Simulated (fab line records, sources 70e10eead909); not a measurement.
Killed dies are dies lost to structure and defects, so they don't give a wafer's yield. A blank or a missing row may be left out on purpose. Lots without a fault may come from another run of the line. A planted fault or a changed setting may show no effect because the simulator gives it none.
Which tool did it? | flow nand_harc | 14 lots, 36 wafers sampled, at 7 steps of a route of 1159

WHAT THE GAUGES READ, wafer by wafer
NHARC_P_ZERO_WELL_CD_MEAS_24: target cd 720 nm. Usual: cd_nm 719.2 nm, standard deviation 2.1.
lot  | measured    | on        | cd_nm (nm)        | flag
L605 | day 1 14:41 | cd_sem-01 | 719.2 715.8 716.8 |
L606 | day 1 20:23 | cd_sem-02 | 720.7 721.7 720.2 |
L608 | day 2 08:29 | cd_sem-03 | 719.4 721.4 717.4 |
L609 | day 2 14:28 | cd_sem-01 | 722.5 721.0 718.8 |
L610 | day 2 20:35 | cd_sem-01 | 724.1 717.7 720.4 |
L611 | day 3 02:34 | cd_sem-03 | 719.5 713.8 723.9 |
L612 | day 3 08:28 | cd_sem-01 | 718.4 721.9 719.7 |
L614 | day 3 20:28 | cd_sem-03 | 721.5 718.7 719.0 |
L615 | day 4 02:27 | cd_sem-01 | 720.7 721.7 719.2 |
L617 | day 4 14:28 | cd_sem-02 | 721.6 722.1 718.6 |
L621 | day 5 14:22 | cd_sem-01 | 717.6             |
L622 | day 5 20:29 | cd_sem-03 | 716.0             |
L625 | day 6 14:36 | cd_sem-02 | 719.1             |
L628 | day 7 08:43 | cd_sem-01 | 719.7 717.5 720.2 |

NHARC_P_STI_INSPECT_11. Usual: raw_defect_count 4.8, standard deviation 2.4.
lot  | measured    | on                | raw_defect_count | flag
L605 | day 2 11:11 | defect_inspect-02 | 3 2 5            |
L606 | day 2 16:52 | defect_inspect-01 | 4 9 6            |
L608 | day 3 04:56 | defect_inspect-01 | 4 6 8            |
L609 | day 3 12:43 | defect_inspect-01 | 5 4 3            |
L610 | day 3 17:18 | defect_inspect-02 | 3 7 3            |
L611 | day 4 02:35 | defect_inspect-01 | 2 5 2            |
L612 | day 4 02:44 | defect_inspect-02 | 3 4 3            |
L614 | day 4 17:06 | defect_inspect-01 | 5 5 7            |
L615 | day 4 23:04 | defect_inspect-02 | 7 4 4            |
L617 | day 5 11:23 | defect_inspect-02 | 10 7 2           |
L621 | day 6 07:30 | defect_inspect-01 | 18 20            | OFF
L622 | day 6 17:14 | defect_inspect-02 | 20 23            | OFF
L625 | day 7 13:53 | defect_inspect-02 | 15 15            | OFF
L628 | day 8 01:33 | defect_inspect-01 | 3 4 4            |

NHARC_P_STI_OCD_MEAS_43. Usual: trench_depth_nm 301 nm, standard deviation 4.7; trench_foot_cd_nm 157.5 nm, standard deviation 3.
lot  | measured    | on     | trench_depth_nm (nm) | trench_foot_cd_nm (nm) | flag
L605 | day 2 12:22 | ocd-02 | 303 296 301          | 157.8 157.3 158.6      |
L606 | day 2 18:03 | ocd-02 | 306 311 299          | 157.1 155.4 155.6      |
L608 | day 3 06:09 | ocd-02 | 296 307 305          | 155.9 156.5 155.0      |
L609 | day 3 13:53 | ocd-01 | 309 308 297          | 155.9 153.1 155.9      |
L610 | day 3 18:34 | ocd-01 | 301 302 307          | 159.7 162.9 159.2      |
L611 | day 4 03:46 | ocd-02 | 295 299 295          | 160.6 165.0 165.2      |
L612 | day 4 03:57 | ocd-01 | 298 306 295          | 160.1 162.0 155.8      |
L614 | day 4 18:17 | ocd-02 | 314 301 302          | 154.7 154.5 155.5      |
L615 | day 5 00:14 | ocd-02 | 305 304 303          | 155.6 154.9 154.4      |
L617 | day 5 12:34 | ocd-02 | 292 301 301          | 160.4 153.7 155.8      |
L621 | day 6 12:11 | ocd-02 | 308                  | 157.1                  |
L622 | day 6 21:45 | ocd-02 | 305                  | 156.4                  |
L625 | day 7 19:01 | ocd-01 | 304                  | 161.8                  |
L628 | day 8 02:43 | ocd-01 | 308 299 303          | 153.1 156.1 156.6      |

NHARC_END_SORT_01. Usual: killed_at_array 29, standard deviation 11; killed_at_other 0.5, standard deviation 0.89; killed_at_periphery 3.3, standard deviation 2; killed_dies 32, standard deviation 11; killed_open 3.1, standard deviation 1.9; killed_short 2.3, standard deviation 1.6.
lot  | measured     | on        | killed_at_array | killed_at_other | killed_at_periphery | killed_dies | killed_open | killed_short | flag
L621 | day 26 04:45 | prober-01 | 34              | 1               | 14                  | 49          | 3           | 1            | OFF
L622 | day 25 00:08 | prober-01 | 14              | 0               | 19                  | 33          | 3           | 3            | OFF
L625 | day 24 20:17 | prober-01 | 39              | 0               | 13                  | 52          | 1           | 1            | OFF

WHICH TOOL RAN EACH LOT (tool, then ch and the chambers of the sampled wafers, then the start)
lot  | NHARC_P_ZERO_WELL_PECVD_02     | NHARC_P_ZERO_WELL_DESCUM_54       | NHARC_P_STI_HARDBAKE_13
L605 | pecvd-03 ch 1,2, day 1 12:32   | rie_diel-09 ch 0,1,2, day 1 18:08 | litho_track-05 ch 0, day 2 11:15
L606 | pecvd-03 ch 1,2, day 1 18:31   | rie_diel-09 ch 0,1,2, day 1 23:53 | litho_track-07 ch 0, day 2 16:56
L608 | pecvd-03 ch 0,1,2, day 2 06:29 | rie_diel-09 ch 1,2,3, day 2 11:52 | litho_track-05 ch 0, day 3 05:00
L609 | pecvd-03 ch 0,2, day 2 12:26   | rie_diel-09 ch 0,2, day 2 17:47   | litho_track-02 ch 0, day 3 12:47
L610 | pecvd-01 ch 0,2, day 2 18:29   | rie_diel-01 ch 0,2, day 2 23:55   | litho_track-07 ch 0, day 3 17:22
L611 | pecvd-04 ch 0,2, day 3 00:26   | rie_diel-03 ch 2,3, day 3 05:53   | litho_track-02 ch 0, day 4 02:38
L612 | pecvd-04 ch 0,2, day 3 06:29   | rie_diel-09 ch 0,2,3, day 3 11:56 | litho_track-02 ch 0, day 4 02:48
L614 | pecvd-03 ch 0,1, day 3 18:29   | rie_diel-09 ch 0,1, day 3 23:47   | litho_track-07 ch 0, day 4 17:09
L615 | pecvd-01 ch 0,2, day 4 00:26   | rie_diel-03 ch 1,2, day 4 05:54   | litho_track-02 ch 0, day 4 23:08
L617 | pecvd-04 ch 0,1, day 4 12:29   | rie_diel-09 ch 1,2,3, day 4 18:10 | litho_track-07 ch 0, day 5 11:28
L621 | pecvd-04 ch 0, day 5 12:31     | rie_diel-01 ch 3, day 5 17:50     | litho_track-02 ch 0, day 6 10:28
L622 | pecvd-04 ch 0, day 5 18:29     | rie_diel-01 ch 1, day 5 23:59     | litho_track-02 ch 0, day 6 20:33
L625 | pecvd-04 ch 0, day 6 12:36     | rie_diel-01 ch 0, day 6 17:49     | litho_track-07 ch 0, day 7 17:54
L628 | pecvd-03 ch 0,2, day 7 06:30   | rie_diel-03 ch 1,2, day 7 12:01   | litho_track-07 ch 0, day 8 01:37
- NHARC_P_ZERO_WELL_PECVD_02: deposits SiO2, target thk 10 nm.
- NHARC_P_ZERO_WELL_DESCUM_54: chemistry O2, time 3 s.
- NHARC_P_STI_HARDBAKE_13: time 65 s.

WHAT THE TOOLS THEMSELVES READ (means of the sampled wafers that have a number; where no wafer has one, the mark that the record gives instead)
NHARC_P_ZERO_WELL_PECVD_02. Usual: chamber_pressure_Torr 6.501 Torr, standard deviation 0.013.
lot  | tool     | chamber_pressure_Torr (Torr) | flag
L605 | pecvd-03 | 6.496                        |
L606 | pecvd-03 | 6.499                        |
L608 | pecvd-03 | 6.507                        |
L609 | pecvd-03 | 6.505                        |
L610 | pecvd-01 | 6.496                        |
L611 | pecvd-04 | 6.501                        |
L612 | pecvd-04 | 6.504                        |
L614 | pecvd-03 | 6.483                        |
L615 | pecvd-01 | 6.499                        |
L617 | pecvd-04 | 6.497                        |
L621 | pecvd-04 | 6.492                        |
L622 | pecvd-04 | 6.507                        |
L625 | pecvd-04 | 6.483                        |
L628 | pecvd-03 | 6.497                        |

NHARC_P_ZERO_WELL_DESCUM_54. Usual: drypump_motor_current_A 5.8 A, standard deviation 0.39; oes_product_au 0.996 a.u., standard deviation 0.014; rf_vpp_V 57.9 V, standard deviation 0.79; showerhead_plenum_p_Torr 1.95 Torr, standard deviation 0.072; throttle_valve_pct 11.312 %, standard deviation 0.0094.
lot  | tool        | drypump_motor_current_A (A) | oes_product_au (a.u.) | rf_vpp_V (V) | showerhead_plenum_p_Torr (Torr) | throttle_valve_pct (%) | flag
L605 | rie_diel-09 | 5.6                         | 0.999                 | 57.6         | 1.94                            | 11.315                 |
L606 | rie_diel-09 | 5.6                         | 0.990                 | 58.5         | 1.94                            | 11.316                 |
L608 | rie_diel-09 | 6.0                         | 0.999                 | 57.2         | 1.96                            | 11.320                 |
L609 | rie_diel-09 | 5.7                         | 1.005                 | 57.9         | 1.89                            | 11.315                 |
L610 | rie_diel-01 | 6.2                         | 1.011                 | 58.6         | 2.01                            | 11.324                 |
L611 | rie_diel-03 | 5.7                         | 0.991                 | 57.4         | 1.84                            | 11.314                 |
L612 | rie_diel-09 | 5.8                         | 0.999                 | 58.5         | 1.95                            | 11.306                 |
L614 | rie_diel-09 | 5.4                         | 0.998                 | 57.8         | 1.97                            | 11.321                 |
L615 | rie_diel-03 | 5.3                         | 0.996                 | 58.2         | 1.93                            | 11.311                 |
L617 | rie_diel-09 | 6.0                         | 1.001                 | 58.4         | 1.96                            | 11.307                 |
L621 | rie_diel-01 | 5.8                         | 0.966                 | 57.1         | 1.91                            | 11.295                 |
L622 | rie_diel-01 | 5.5                         | 0.998                 | 57.1         | 1.92                            | 11.314                 |
L625 | rie_diel-01 | 6.4                         | 0.984                 | 57.3         | 2.06                            | 11.323                 |
L628 | rie_diel-03 | 5.0                         | 1.008                 | 58.2         | 1.99                            | 11.310                 |

THE ANSWER, worked out from the rows above alone
Rule: a lot is off if the mean of its wafers that have a number lies more than 3 standard deviations from the usual mean. A lot without any number at a reading at which 4 lots or more have one is off too. The other lots that the step has rows for count as sound. The gauges are gone through in route order, then the tools' own readings, and for those a lot's mean is taken as printed above. The first step at which some lot is off is used, and at that step the reading that is off furthest; a lot without a number counts as furthest.
Off: L621, L622, L625, at NHARC_P_STI_INSPECT_11 (raw_defect_count).
A tool fits if, at a process step before that reading, it ran every lot that is off, and no sound lot after the first of them. The gauges at NHARC_P_STI_INSPECT_11 aren't tried: what is off there is off at NHARC_END_SORT_01 too, on other tools, and a gauge's error can't cause that. Can't be told from this: 2 tools fit, pecvd-04 at NHARC_P_ZERO_WELL_PECVD_02, rie_diel-01 at NHARC_P_ZERO_WELL_DESCUM_54.

WHAT THE SIMULATOR HAD PUT IN
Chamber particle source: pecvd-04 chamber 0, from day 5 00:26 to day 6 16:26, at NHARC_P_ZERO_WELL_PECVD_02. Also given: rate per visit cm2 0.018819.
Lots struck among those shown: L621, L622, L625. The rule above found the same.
